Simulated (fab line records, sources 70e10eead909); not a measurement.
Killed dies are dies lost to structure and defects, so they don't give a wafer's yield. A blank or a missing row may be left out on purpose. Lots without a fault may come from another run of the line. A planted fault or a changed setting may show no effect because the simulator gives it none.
Chamber matching | flow nand_harc | NHARC_P_CONTACT_CMP_24 on cmp-04: 4 sister chambers
The step polishes, t overpolish 30 s, target thk 200 nm. 4 wafers are shown with their chamber, then 10 later ones without.

WAFERS WITH THEIR CHAMBER
wafer  | chamber | motor_current_A (A)
L081.2 | 0       | 11.6
L082.6 | 3       | 12.4
L083.1 | 1       | 11.7
L083.4 | 2       | 10.7

WAFERS WITHOUT THEIR CHAMBER
wafer  | motor_current_A (A)
L083.6 | 13.0
L094.1 | 12.3
L094.3 | 11.8
L094.4 | 10.5
L096.2 | 12.9
L096.5 | 10.7
L096.6 | 11.5
L097.1 | 11.3
L097.2 | 11.2
L097.5 | 11.3

WHICH CHAMBER EACH WENT THROUGH
wafer  | from the rows above          | in truth
L083.6 | 3                            | 3
L094.1 | can't be placed: 3 or 1 or 0 | 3
L094.3 | can't be placed: 1 or 0 or 3 | 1
L094.4 | 2                            | 2
L096.2 | 3                            | 3
L096.5 | 2                            | 2
L096.6 | can't be placed: 0 or 1      | 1
L097.1 | can't be placed: 0 or 1 or 2 | 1
L097.2 | can't be placed: 0 or 1 or 2 | 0
L097.5 | can't be placed: 0 or 1 or 2 | 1
Placed correctly: 4 of 10. Can't be placed from these rows: 6 (the true chamber is among the candidates in 6). Placed wrongly: 0.
How it was worked out, from the rows above alone: a wafer's distance from a chamber is the root of the sum, over the readings, of the square of ((its reading less the chamber's mean) divided by the reading's scatter). The wafer belongs to the nearest chamber; if the next one is less than 2 further off, it can't be placed. A chamber's mean is the mean of its shown wafers. The scatter: with one shown wafer a chamber, the root of the mean of the squares of how far each hidden wafer lies from its nearest shown one.
